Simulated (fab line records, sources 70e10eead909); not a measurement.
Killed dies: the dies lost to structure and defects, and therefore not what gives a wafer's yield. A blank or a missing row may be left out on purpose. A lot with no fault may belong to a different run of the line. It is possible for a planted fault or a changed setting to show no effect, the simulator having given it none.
fab line records	flow nandHarc
record lots=24	wafers=72	lastDay=33
route steps=1302 shown P_M0@278 P_M2@331
lots that met no fault: taken from a fault-free run of the same line
startH: the number of hours between the record's first day and the start of the first shown wafer of the lot	waitH: time in hours since the lot's previous step	" as in the row above	L1.1+2: a row that stands for several wafers	- no value present, or no start provided	* or withheld: withheld	< > ~ a bound
route shown NAME@n: NAME is a module with steps in the file, n the number in the route of the first one	usual: mean and standard deviation over wafers with no fault	same: alike in all rows	chamber/n: place in a boat	sites: the reading at each site	_std_site: the standard deviation of these	_edge_site: the outer-site mean with the inner-site mean subtracted	radiusMm: for every site, how far away it sits from the centre of the wafer	mask NAME#n: copy n	behind: tool/chamber where the wafer was last shaped	hold: what put the lot on hold/how long, in hours/how the hold closed	device: the transistor (n, p or np) that didn't switch	end of line: the same wafers' tests at the end of the route	for a step that has no rows: nothing shown but its recipe	killed: count of dies lost to structure and defects at first sort (not the wafer's yield)	map: per-die view of a wafer (x killed, . not killed, _ where there is no die)
set.NAME: the setting the step ran with; set.NAME@STEP: the setting that earlier step ran with	model.NAME: the simulator's own value behind a step, which no gauge read
a sample of lots followed through the steps of the route, with each step as a table and each wafer as a row
services: when a tool's chamber went out of use (startH, in hours from the record's first day, below 0 if earlier), for how many hours, and the reason
## steps
# step NHARC_P_M0_CMP_23
# recipe tOverpolishS=20	targetThkNm=117.54
# usual motorCurrentA=12.5/1.1	padLifeWafers=168/100	timeToEndpointS=29/3.9
# same tOverpolishS=20
lot.wafer	tool	chamber	startH	waitH	motorCurrentA	padLifeWafers	timeToEndpointS
L074.3	cmp-02	1	122.66	-	13.1	291	30
L074.5	"	2	"	"	12.6	-	28
L074.6	"	3	"	"	13.0	-	23
L075.2	cmp-03	0	134.98	-	13.6	270	23
L075.1	"	3	"	"	10.9	273	30
L075.5	"	0	"	"	13.6	-	24
L076.3	cmp-02	2	147.80	-	12.3	25	27
L076.1	"	0	"	"	12.4	27	27
L076.6	"	1	"	"	13.1	-	29
L077.1	cmp-02	1	158.16	-	13.5	74	32
L077.6	"	3	"	"	12.9	-	25
L077.5	"	0	"	"	11.8	-	27
L078.4	cmp-02	1	161.15	-	13.4	84	29
L078.2	"	2	"	"	10.8	85	26
L078.5	"	2	"	"	12.0	-	27
L079.3	cmp-01	2	170.38	-	13.7	270	29
L079.2	"	0	"	"	13.3	272	30
L079.5	"	2	"	"	13.8	-	28
L080.4	cmp-02	0	186.47	-	11.3	177	29
L080.5	"	1	"	"	13.4	-	31
L080.6	"	2	"	"	12.3	-	30
L081.1	cmp-01	0	202.49	-	12.4	48	28
L081.3	"	2	"	"	14.2	50	24
L081.2	"	3	"	"	12.5	51	32
L082.4	cmp-01	3	202.90	-	11.8	54	34
L082.5	"	3	"	"	12.5	-	31
L082.6	"	0	"	"	13.0	-	30
L084.3	cmp-03	0	221.33	-	13.4	204	25
L084.2	"	2	"	"	11.4	206	29
L084.6	"	0	"	"	13.5	-	24
L083.3	cmp-02	0	222.38	-	11.6	306	27
L083.5	"	0	"	"	12.4	-	27
L083.6	"	1	"	"	13.0	-	30
L085.4	cmp-03	2	231.36	-	11.0	230	35
L085.1	"	3	"	"	10.6	231	34
L085.6	"	0	"	"	12.7	-	26
L086.2	cmp-01	1	242.73	-	12.8	222	31
L086.1	"	2	"	"	14.2	223	24
L086.6	"	2	"	"	14.0	-	25
L088.4	cmp-03	0	264.89	-	13.7	7	22
L088.1	"	1	"	"	13.4	8	26
L088.2	"	2	"	"	11.0	9	31
L087.4	cmp-02	2	265.92	-	12.4	90	27
L087.1	"	3	"	"	12.7	91	22
L087.3	"	0	"	"	11.7	92	27
L089.3	cmp-03	0	272.06	-	13.7	26	19
L089.2	"	1	"	"	13.1	27	27
L089.6	"	3	"	"	10.8	-	28
L090.3	cmp-03	0	286.60	-	13.3	103	28
L090.6	"	3	"	"	10.6	-	33
L090.5	"	0	"	"	13.4	-	26
L091.4	cmp-03	0	294.57	-	13.0	144	24
L091.1	"	2	"	"	10.9	146	31
L091.6	"	0	"	"	13.0	-	24
L092.2	cmp-01	2	302.20	-	14.5	48	25
L092.3	"	3	"	"	11.4	49	32
L092.5	"	3	"	"	12.1	-	31
L093.1	cmp-03	0	310.72	-	13.5	216	29
L093.4	"	3	"	"	10.4	219	36
L093.5	"	1	"	"	14.1	-	33
L094.3	cmp-03	0	323.38	-	13.0	270	25
L094.1	"	2	"	"	11.5	272	35
L094.5	"	1	"	"	13.2	-	32
L095.4	cmp-03	3	338.31	-	10.7	343	33
L095.2	"	1	"	"	13.2	345	32
L095.5	"	3	"	"	10.4	-	33
L096.4	cmp-01	2	344.71	-	13.7	236	26
L096.1	"	3	"	"	12.0	237	29
L096.5	"	1	"	"	12.7	-	35
L097.3	cmp-01	1	356.12	-	12.0	276	30
L097.2	"	3	"	"	12.1	278	29
L097.6	"	2	"	"	13.6	-	23
# step NHARC_P_M2_DESCUM_14
# recipe timeS=3	o2FlowSccm=200	arFlowSccm=0	biasPowerW=0	chemistry=O2
# usual drypumpMotorCurrentA=6.01/0.28	oesProductAu=0.998/0.013	rfVppV=57.9/0.92	showerheadPlenumPTorr=1.93/0.072	throttleValvePct=11.312/0.0086
lot.wafer	tool	chamber	startH	waitH	drypumpMotorCurrentA	oesProductAu	rfHoursCounterH	rfVppV	showerheadPlenumPTorr	throttleValvePct
L074.3	rieDiel-01	0	128.68	0.1	6.41	1.001	3.8	57.9	1.83	11.328
L074.5	"	3	"	"	5.86	1.005	-	58.0	1.90	11.326
L074.6	"	0	"	"	6.40	0.993	-	56.9	1.83	11.315
L075.1	rieDiel-11	3	141.15	0.1	5.38	0.986	3.9	56.8	1.97	11.308
L075.2	"	1	"	"	5.60	1.011	2.4	58.6	2.04	11.322
L075.5	"	3	"	"	5.35	0.981	-	58.2	1.97	11.299
L076.1	rieDiel-11	3	154.09	0.1	5.35	0.979	4.1	58.0	1.97	11.318
L076.3	"	0	"	"	6.12	0.996	2.6	58.5	1.96	11.323
L076.6	"	2	"	"	5.89	1.017	-	57.3	1.95	11.318
L077.1	rieDiel-06	0	164.33	0.1	5.97	0.991	0	58.2	1.94	11.309
L077.5	"	1	"	"	6.23	0.995	-	58.6	1.90	11.310
L077.6	"	2	"	"	6.20	0.992	-	58.7	1.81	11.324
L078.4	rieDiel-11	2	167.38	0.1	5.89	1.016	5.1	59.1	1.95	11.315
L078.2	"	1	"	"	5.61	1.012	2.7	58.5	2.04	11.314
L078.5	"	2	"	"	5.89	1.012	-	57.1	1.95	11.305
L079.2	rieDiel-01	0	176.53	0.1	6.45	0.997	6.9	56.1	1.83	11.329
L079.3	"	1	"	"	5.99	0.999	7.9	58.9	2.00	11.306
L079.5	"	1	"	"	6.01	1.005	-	58.1	2.00	11.312
L080.4	rieDiel-01	3	192.55	0.1	5.83	1.005	10.0	56.4	1.90	11.302
L080.5	"	2	"	"	5.73	0.981	-	58.1	2.04	11.325
L080.6	"	3	"	"	5.89	1.007	-	57.6	1.90	11.307
L081.2	rieDiel-11	2	208.72	0.1	5.87	1.018	7.0	56.5	1.95	11.316
L081.3	"	3	"	"	5.33	0.992	7.0	56.7	1.97	11.326
L081.1	"	0	"	"	6.12	0.989	5.3	58.3	1.96	11.312
L082.4	rieDiel-06	3	209.31	0.1	6.26	1.001	4.9	58.8	1.97	11.307
L082.5	"	0	"	"	5.99	0.988	-	57.0	1.94	11.305
L082.6	"	1	"	"	6.21	0.978	-	58.0	1.90	11.316
L084.3	rieDiel-06	0	227.94	0.1	6.04	0.975	3.5	57.5	1.94	11.325
L084.2	"	1	"	"	6.21	0.991	5.7	58.3	1.90	11.297
L084.6	"	0	"	"	5.99	0.983	-	60.6	1.94	11.307
L083.3	rieDiel-01	0	228.58	0.1	6.40	0.996	1.6	56.0	1.83	11.330
L083.5	"	1	"	"	6.01	1.000	-	57.9	2.00	11.319
L083.6	"	2	"	"	5.74	1.008	-	58.4	2.04	11.316
L085.4	rieDiel-01	0	238.88	0.1	6.41	0.987	1.9	56.8	1.83	11.300
L085.1	"	1	"	"	6.01	0.994	1.5	56.9	2.00	11.306
L085.6	"	1	"	"	5.99	0.999	-	59.7	2.00	11.300
L086.2	rieDiel-06	3	249.33	0.1	6.28	0.991	6.0	59.1	1.97	11.321
L086.1	"	0	"	"	6.04	0.983	4.2	58.0	1.94	11.328
L086.6	"	3	"	"	6.29	0.989	-	59.1	1.97	11.304
L088.4	rieDiel-06	0	270.94	0.1	6.02	0.985	5.5	57.2	1.94	11.307
L088.1	"	1	"	"	6.23	0.985	7.8	57.9	1.89	11.303
L088.2	"	2	"	"	6.25	0.977	7.3	59.6	1.81	11.312
L087.3	rieDiel-06	3	272.18	0.1	6.28	1.005	7.2	58.4	1.97	11.319
L087.1	"	0	"	"	5.98	0.984	5.5	58.9	1.94	11.317
L087.4	"	1	"	"	6.20	1.000	7.9	56.6	1.90	11.315
L089.2	rieDiel-11	3	278.36	0.1	5.37	1.018	0.4	57.9	1.97	11.326
L089.3	"	1	"	"	5.58	1.033	0.5	58.2	2.04	11.307
L089.6	"	1	"	"	5.61	1.035	-	58.4	2.04	11.308
L090.3	rieDiel-06	0	293.31	0.1	6.01	0.999	6.5	57.8	1.94	11.322
L090.5	"	3	"	"	6.29	0.979	-	59.6	1.97	11.325
L090.6	"	0	"	"	6.01	0.990	-	57.6	1.94	11.309
L091.1	rieDiel-06	3	300.89	0.1	6.28	0.990	8.7	58.9	1.97	11.316
L091.4	"	2	"	"	6.24	0.997	8.9	57.3	1.81	11.321
L091.6	"	3	"	"	6.30	0.990	-	58.2	1.97	11.320
L092.3	rieDiel-01	3	308.15	0.1	5.88	1.009	6.8	57.3	1.90	11.311
L092.2	"	1	"	"	5.98	0.987	7.5	57.7	2.00	11.305
L092.5	"	3	"	"	5.83	1.001	-	58.0	1.90	11.320
L093.4	rieDiel-06	1	317.31	0.1	6.20	1.007	0.0	57.1	1.89	11.302
L093.1	"	3	"	"	6.25	1.011	0.0	58.3	1.97	11.307
L093.5	"	2	"	"	6.25	1.024	-	57.5	1.80	11.307
L094.1	rieDiel-01	0	329.61	0.1	6.38	0.988	8.5	57.6	1.83	11.326
L094.3	"	3	"	"	5.85	1.002	8.2	59.0	1.90	11.324
L094.5	"	2	"	"	5.72	1.010	-	57.7	2.03	11.303
L095.4	rieDiel-11	0	344.47	0.1	6.11	1.013	3.0	57.5	1.96	11.315
L095.2	"	1	"	"	5.60	1.017	2.8	59.4	2.04	11.311
L095.5	"	1	"	"	5.59	1.029	-	56.6	2.04	11.304
L096.4	rieDiel-06	3	350.85	0.1	6.28	1.003	2.0	57.6	1.97	11.320
L096.1	"	1	"	"	6.24	1.007	1.4	58.5	1.89	11.320
L096.5	"	0	"	"	6.01	0.977	-	58.3	1.94	11.300
L097.3	rieDiel-06	2	362.08	0.1	6.26	1.016	2.5	57.3	1.80	11.316
L097.2	"	0	"	"	5.99	0.978	1.7	57.6	1.94	11.318
L097.6	"	2	"	"	6.29	1.018	-	57.4	1.80	11.315
# step NHARC_P_M2_ETCH_35
# recipe targetDepthA=400	overetchA=120	timeS=43.94	ionEnergyEv=200	n2FlowSccm=150	h2FlowSccm=150	arFlowSccm=0	rfW=400	biasW=150	chemistry=N2/H2
# usual drypumpMotorCurrentA=6.02/0.29	oesProductAu=0.999/0.013	rfVppV=431.0/2.4	showerheadPlenumPTorr=2.06/0.08	throttleValvePct=14.171/0.0093
lot.wafer	tool	chamber	startH	waitH	drypumpMotorCurrentA	oesProductAu	rfHoursCounterH	rfVppV	showerheadPlenumPTorr	throttleValvePct
L074.3	rieDiel-01	0	128.76	0.1	6.38	1.005	3.8	428.6	1.95	14.181
L074.5	"	0	"	"	6.40	1.005	-	428.4	1.95	14.180
L074.6	"	1	"	"	5.97	1.016	-	432.7	2.14	14.170
L075.1	rieDiel-11	1	141.23	0.1	5.58	1.009	2.4	433.1	2.18	14.168
L075.2	"	2	"	"	5.88	1.021	3.9	430.6	2.08	14.176
L075.5	"	2	"	"	5.88	1.016	-	431.8	2.08	14.171
L076.3	rieDiel-11	2	154.16	0.1	5.91	1.014	4.1	430.5	2.08	14.165
L076.1	"	3	"	"	5.39	0.985	4.1	431.2	2.10	14.192
L076.6	"	2	"	"	5.91	1.010	-	432.7	2.08	14.180
L077.1	rieDiel-06	0	164.40	0.1	6.00	0.988	0.0	430.8	2.07	14.181
L077.6	"	1	"	"	6.21	0.997	-	429.3	2.02	14.163
L077.5	"	2	"	"	6.26	0.998	-	428.1	1.92	14.184
L078.2	rieDiel-11	0	167.47	0.1	6.12	1.002	3.7	430.9	2.10	14.162
L078.4	"	1	"	"	5.59	0.998	2.7	435.2	2.18	14.175
L078.5	"	0	"	"	6.13	0.992	-	432.8	2.10	14.163
L079.3	rieDiel-01	3	176.62	0.1	5.83	1.010	9.2	429.3	2.03	14.172
L079.2	"	1	"	"	6.03	0.993	7.9	433.7	2.14	14.182
L079.5	"	2	"	"	5.75	0.972	-	434.1	2.18	14.161
L080.4	rieDiel-01	0	192.65	0.1	6.37	1.002	7.8	428.1	1.95	14.184
L080.5	"	1	"	"	6.02	1.011	-	432.8	2.14	14.168
L080.6	"	2	"	"	5.75	0.978	-	433.5	2.17	14.165
L081.2	rieDiel-11	3	208.81	0.1	5.36	0.981	7.0	432.2	2.10	14.169
L081.1	"	0	"	"	6.14	0.992	5.4	431.4	2.09	14.169
L081.3	"	1	"	"	5.60	1.000	4.4	434.5	2.18	14.166
L082.4	rieDiel-06	2	209.45	0.1	6.25	0.987	4.9	426.7	1.92	14.166
L082.5	"	2	"	"	6.27	0.996	-	426.4	1.92	14.175
L082.6	"	3	"	"	6.31	1.004	-	433.1	2.11	14.166
L084.2	rieDiel-06	1	228.03	0.1	6.21	0.978	5.7	429.8	2.02	14.184
L084.3	"	2	"	"	6.26	0.992	5.4	426.4	1.92	14.175
L084.6	"	1	"	"	6.20	0.988	-	428.7	2.02	14.181
L083.3	rieDiel-01	1	228.65	0.1	5.98	0.993	1.3	433.0	2.14	14.157
L083.6	"	3	"	"	5.86	0.995	-	430.2	2.02	14.171
L083.5	"	0	"	"	6.45	1.001	-	428.3	1.95	14.170
L085.4	rieDiel-01	1	238.96	0.1	5.98	1.000	1.5	432.2	2.14	14.184
L085.1	"	3	"	"	5.86	1.003	1.5	431.0	2.02	14.180
L085.6	"	2	"	"	5.73	1.011	-	433.2	2.17	14.177
L086.1	rieDiel-06	0	249.41	0.1	6.01	0.989	4.2	432.1	2.07	14.169
L086.2	"	2	"	"	6.26	0.998	5.9	426.5	1.92	14.159
L086.6	"	0	"	"	6.01	0.980	-	431.0	2.07	14.176
L088.4	rieDiel-06	2	271.02	0.1	6.25	0.981	7.4	427.1	1.92	14.172
L088.2	"	0	"	"	6.02	0.989	5.5	433.4	2.07	14.168
L088.1	"	1	"	"	6.22	0.982	7.9	428.5	2.02	14.153
L087.1	rieDiel-06	2	272.26	0.1	6.26	1.002	7.4	426.4	1.92	14.164
L087.4	"	0	"	"	6.00	0.987	5.5	430.9	2.07	14.186
L087.3	"	1	"	"	6.20	0.994	7.9	430.0	2.02	14.177
L089.2	rieDiel-11	1	278.47	0.1	5.59	1.021	0.5	434.4	2.18	14.158
L089.3	"	3	"	"	5.36	0.997	0.4	432.9	2.10	14.172
L089.6	"	2	"	"	5.89	0.998	-	432.3	2.08	14.173
L090.3	rieDiel-06	2	293.40	0.1	6.24	1.005	8.4	426.6	1.92	14.185
L090.5	"	3	"	"	6.26	0.987	-	432.3	2.10	14.166
L090.6	"	0	"	"	5.97	0.994	-	432.6	2.07	14.164
L091.4	rieDiel-06	3	300.97	0.1	6.28	0.993	8.7	433.2	2.10	14.178
L091.1	"	1	"	"	6.20	0.980	9.4	430.7	2.02	14.169
L091.6	"	3	"	"	6.29	0.984	-	431.8	2.10	14.180
L092.2	rieDiel-01	2	308.23	0.1	5.73	1.005	7.1	435.2	2.17	14.162
L092.3	"	3	"	"	5.89	1.007	6.8	428.7	2.02	14.157
L092.5	"	1	"	"	5.99	1.008	-	433.0	2.13	14.177
L093.1	rieDiel-06	2	317.40	0.1	6.28	1.020	0.0	424.7	1.92	14.162
L093.4	"	3	"	"	6.26	1.001	0.1	433.3	2.10	14.185
L093.5	"	2	"	"	6.30	1.017	-	427.6	1.92	14.179
L094.1	rieDiel-01	3	329.72	0.1	5.85	1.002	8.2	429.3	2.02	14.162
L094.3	"	0	"	"	6.44	0.992	8.6	427.2	1.95	14.174
L094.5	"	0	"	"	6.44	0.992	-	428.0	1.94	14.171
L095.4	rieDiel-11	0	344.55	0.1	6.13	1.017	3.0	432.2	2.09	14.194
L095.2	"	2	"	"	5.85	0.999	2.7	432.1	2.08	14.170
L095.5	"	0	"	"	6.13	1.017	-	432.0	2.09	14.156
L096.4	rieDiel-06	0	350.94	0.1	5.97	0.973	1.4	430.0	2.06	14.166
L096.1	"	1	"	"	6.24	1.022	1.4	428.7	2.02	14.166
L096.5	"	2	"	"	6.24	1.017	-	427.3	1.92	14.183
L097.2	rieDiel-06	3	362.18	0.1	6.28	1.010	2.6	432.7	2.10	14.160
L097.3	"	0	"	"	5.99	0.977	1.7	431.9	2.06	14.162
L097.6	"	1	"	"	6.23	1.022	-	431.3	2.02	14.161
# step NHARC_P_M2_PRE_CLEAN_30
# recipe timeS=30	tempC=280	gas=H2/He
# usual heaterPowerW=410/39
lot.wafer	tool	chamber	startH	waitH	heaterPowerW
L074.3	pvdSputter-03	-	-	-	458
L074.5	"	-	"	"	373
L074.6	"	-	"	"	451
L075.2	pvdSputter-03	-	-	-	460
L075.1	"	-	"	"	451
L075.5	"	-	"	"	405
L076.3	pvdSputter-02	-	-	-	501
L076.1	"	-	"	"	408
L076.6	"	-	"	"	396
L077.1	pvdSputter-03	-	-	-	361
L077.6	"	-	"	"	449
L077.5	"	-	"	"	412
L078.4	pvdSputter-03	-	-	-	446
L078.2	"	-	"	"	468
L078.5	"	-	"	"	452
L079.2	pvdSputter-01	-	-	-	429
L079.3	"	-	"	"	359
L079.5	"	-	"	"	431
L080.4	pvdSputter-02	-	-	-	400
L080.6	"	-	"	"	396
L080.5	"	-	"	"	411
L081.1	pvdSputter-02	-	-	-	503
L081.3	"	-	"	"	410
L081.2	"	-	"	"	408
L082.4	pvdSputter-01	-	-	-	364
L082.6	"	-	"	"	368
L082.5	"	-	"	"	368
L084.3	pvdSputter-03	-	229.07	0.1	361
L084.2	"	-	"	"	425
L084.6	"	-	"	"	371
L083.3	pvdSputter-02	-	-	-	410
L083.5	"	-	"	"	498
L083.6	"	-	"	"	408
L085.1	pvdSputter-02	-	-	-	429
L085.4	"	-	"	"	488
L085.6	"	-	"	"	430
L086.1	pvdSputter-03	-	-	-	410
L086.2	"	-	"	"	454
L086.6	"	-	"	"	422
L088.2	pvdSputter-03	-	-	-	367
L088.4	"	-	"	"	447
L088.1	"	-	"	"	419
L087.4	pvdSputter-01	-	-	-	391
L087.3	"	-	"	"	362
L087.1	"	-	"	"	351
L089.3	pvdSputter-01	-	-	-	448
L089.2	"	-	"	"	364
L089.6	"	-	"	"	432
L090.3	pvdSputter-01	-	-	-	383
L090.6	"	-	"	"	353
L090.5	"	-	"	"	437
L091.4	pvdSputter-03	-	-	-	369
L091.1	"	-	"	"	450
L091.6	"	-	"	"	443
L092.2	pvdSputter-02	-	-	-	408
L092.3	"	-	"	"	489
L092.5	"	-	"	"	400
L093.1	pvdSputter-01	-	-	-	424
L093.4	"	-	"	"	390
L093.5	"	-	"	"	437
L094.3	pvdSputter-03	-	-	-	405
L094.1	"	-	"	"	368
L094.5	"	-	"	"	417
L095.2	pvdSputter-03	-	-	-	418
L095.4	"	-	"	"	420
L095.5	"	-	"	"	437
L096.4	pvdSputter-01	-	-	-	441
L096.1	"	-	"	"	368
L096.5	"	-	"	"	353
L097.3	pvdSputter-01	-	-	-	367
L097.2	"	-	"	"	435
L097.6	"	-	"	"	386
# step NHARC_P_M2_THK_MEAS_24
# recipe thkMeasGauge=xrf
# usual thkNm=143.9/1.6
lot.wafer	tool	chamber	startH	waitH	thkNm
L074.3	filmMetro-02	-	131.09	-	143.9
L074.5	"	-	"	"	144.7
L074.6	"	-	"	"	142.1
L075.1	filmMetro-01	-	143.63	-	143.8
L075.2	"	-	"	"	144.8
L075.5	"	-	"	"	142.9
L076.1	filmMetro-01	-	156.48	-	145.7
L076.3	"	-	"	"	140.1
L076.6	"	-	"	"	144.0
L077.1	filmMetro-02	-	169.05	-	144.9
L077.5	"	-	"	"	144.4
L077.6	"	-	"	"	143.6
L078.2	filmMetro-02	-	169.79	-	145.2
L078.4	"	-	"	"	144.4
L078.5	"	-	"	"	144.5
L079.2	filmMetro-02	-	179.02	-	144.0
L079.3	"	-	"	"	145.5
L079.5	"	-	"	"	142.2
L080.4	filmMetro-02	-	195.09	-	146.1
L080.5	"	-	"	"	143.4
L080.6	"	-	"	"	145.6
L081.1	filmMetro-02	-	211.16	-	142.3
L081.2	"	-	"	"	140.9
L081.3	"	-	"	"	145.9
L082.4	filmMetro-01	-	211.78	-	144.2
L082.5	"	-	"	"	143.0
L082.6	"	-	"	"	143.6
L084.2	filmMetro-02	-	230.58	-	144.7
L084.3	"	-	"	"	145.7
L084.6	"	-	"	"	143.6
L083.3	filmMetro-02	-	230.96	-	139.8
L083.5	"	-	"	"	144.6
L083.6	"	-	"	"	141.6
L085.1	filmMetro-01	-	241.35	-	142.8
L085.4	"	-	"	"	144.4
L085.6	"	-	"	"	145.0
L086.1	filmMetro-01	-	251.77	-	142.3
L086.2	"	-	"	"	144.8
L086.6	"	-	"	"	141.0
L088.1	filmMetro-02	-	273.43	-	141.8
L088.2	"	-	"	"	144.4
L088.4	"	-	"	"	144.9
L087.1	filmMetro-02	-	274.65	-	145.6
L087.3	"	-	"	"	144.2
L087.4	"	-	"	"	144.6
L089.2	filmMetro-02	-	280.81	-	145.1
L089.3	"	-	"	"	143.2
L089.6	"	-	"	"	144.1
L090.3	filmMetro-01	-	295.71	-	143.7
L090.5	"	-	"	"	142.4
L090.6	"	-	"	"	143.9
L091.1	filmMetro-01	-	303.31	-	143.9
L091.4	"	-	"	"	144.4
L091.6	"	-	"	"	143.9
L092.2	filmMetro-01	-	310.55	-	143.0
L092.3	"	-	"	"	143.1
L092.5	"	-	"	"	142.9
L093.1	filmMetro-01	-	319.83	-	145.5
L093.4	"	-	"	"	144.1
L093.5	"	-	"	"	145.0
L094.1	filmMetro-01	-	332.06	-	143.7
L094.3	"	-	"	"	143.4
L094.5	"	-	"	"	144.2
L095.2	filmMetro-01	-	346.89	-	141.7
L095.4	"	-	"	"	145.7
L095.5	"	-	"	"	143.8
L096.1	filmMetro-01	-	353.28	-	139.4
L096.4	"	-	"	"	141.7
L096.5	"	-	"	"	141.6
L097.2	filmMetro-01	-	364.51	-	145.1
L097.3	"	-	"	"	146.8
L097.6	"	-	"	"	145.2
# step NHARC_P_M2_PRE_CLEAN_32
# recipe timeS=12	tempC=370	rfPowerW=300	gas=NH3
# usual heaterPowerW=631/97
lot.wafer	tool	chamber	startH	waitH	heaterPowerW
L074.3	pecvd-03	2	131.34	0.1	463
L074.5	"	0	"	"	622
L074.6	"	2	"	"	493
L075.1	pecvd-01	2	143.86	0.1	589
L075.2	"	1	"	"	676
L075.5	"	2	"	"	583
L076.3	pecvd-01	2	156.70	0.1	567
L076.1	"	0	"	"	534
L076.6	"	1	"	"	698
L077.1	pecvd-02	1	169.28	0.1	831
L077.6	"	1	"	"	823
L077.5	"	0	"	"	698
L078.2	pecvd-01	2	170.04	0.1	585
L078.5	"	0	"	"	485
L078.4	"	1	"	"	686
L079.2	pecvd-03	2	179.24	0.1	492
L079.3	"	0	"	"	738
L079.5	"	2	"	"	490
L080.4	pecvd-01	1	195.37	0.1	677
L080.6	"	2	"	"	511
L080.5	"	0	"	"	514
L081.2	pecvd-01	1	211.38	0.1	719
L081.1	"	2	"	"	575
L081.3	"	0	"	"	528
L082.4	pecvd-03	1	212.04	0.1	674
L082.5	"	2	"	"	524
L082.6	"	0	"	"	708
L084.3	pecvd-01	0	230.82	0.1	487
L084.2	"	1	"	"	725
L084.6	"	0	"	"	484
L083.3	pecvd-03	1	231.18	0.1	617
L083.6	"	2	"	"	483
L083.5	"	0	"	"	762
L085.1	pecvd-01	0	241.57	0.1	518
L085.4	"	0	"	"	514
L085.6	"	0	"	"	516
L086.1	pecvd-01	0	252.00	0.1	508
L086.2	"	1	"	"	673
L086.6	"	1	"	"	670
L088.2	pecvd-01	2	273.65	0.1	531
L088.1	"	1	"	"	664
L088.4	"	2	"	"	533
L087.1	pecvd-03	0	274.87	0.1	759
L087.3	"	1	"	"	669
L087.4	"	2	"	"	510
L089.2	pecvd-03	0	281.04	0.1	714
L089.3	"	1	"	"	683
L089.6	"	1	"	"	686
L090.3	pecvd-03	0	295.94	0.1	684
L090.6	"	0	"	"	687
L090.5	"	1	"	"	665
L091.1	pecvd-02	1	303.53	0.1	787
L091.6	"	1	"	"	780
L091.4	"	2	"	"	659
L092.2	pecvd-02	0	310.79	0.1	635
L092.3	"	1	"	"	765
L092.5	"	1	"	"	788
L093.1	pecvd-02	2	320.07	0.1	725
L093.4	"	1	"	"	737
L093.5	"	2	"	"	703
L094.3	pecvd-02	0	332.28	0.1	705
L094.1	"	1	"	"	769
L094.5	"	1	"	"	772
L095.2	pecvd-02	1	347.13	0.1	735
L095.5	"	2	"	"	717
L095.4	"	0	"	"	677
L096.1	pecvd-03	0	353.52	0.1	734
L096.5	"	2	"	"	506
L096.4	"	1	"	"	655
L097.2	pecvd-01	0	364.73	0.1	509
L097.3	"	2	"	"	539
L097.6	"	0	"	"	513
## services
tool	chamber	startH	hours	kind
cmp-03	-	104.30	1.8	repair
pecvd-01	-	130.00	13.0	pm
rieDiel-06	-	130.22	9.0	pm
rieDiel-06	0	140.06	21.7	repair
cmp-03	-	151.55	0.7	repair
rieDiel-11	1	155.33	12.0	repair
cmp-03	-	162.00	4.0	pm
rieDiel-06	0	165.36	2.0	repair
pvdSputter-03	-	170.00	10.0	pm
pvdSputter-03	-	181.17	3.3	repair
pvdSputter-03	-	189.30	1.1	repair
rieDiel-01	-	203.80	9.0	pm
rieDiel-11	1	230.55	4.0	repair
pecvd-01	2	232.66	9.9	repair
rieDiel-11	-	234.75	0.2	repair
rieDiel-11	-	255.50	9.0	pm
cmp-03	-	260.00	4.0	pm
rieDiel-11	0	269.67	9.7	repair
rieDiel-06	-	279.08	1.6	repair
rieDiel-06	-	307.22	9.0	pm
rieDiel-11	-	311.39	0.4	repair
rieDiel-11	3	322.31	9.8	repair
rieDiel-01	1	326.90	7.0	repair
rieDiel-11	-	352.54	0.4	repair
## key
fault none
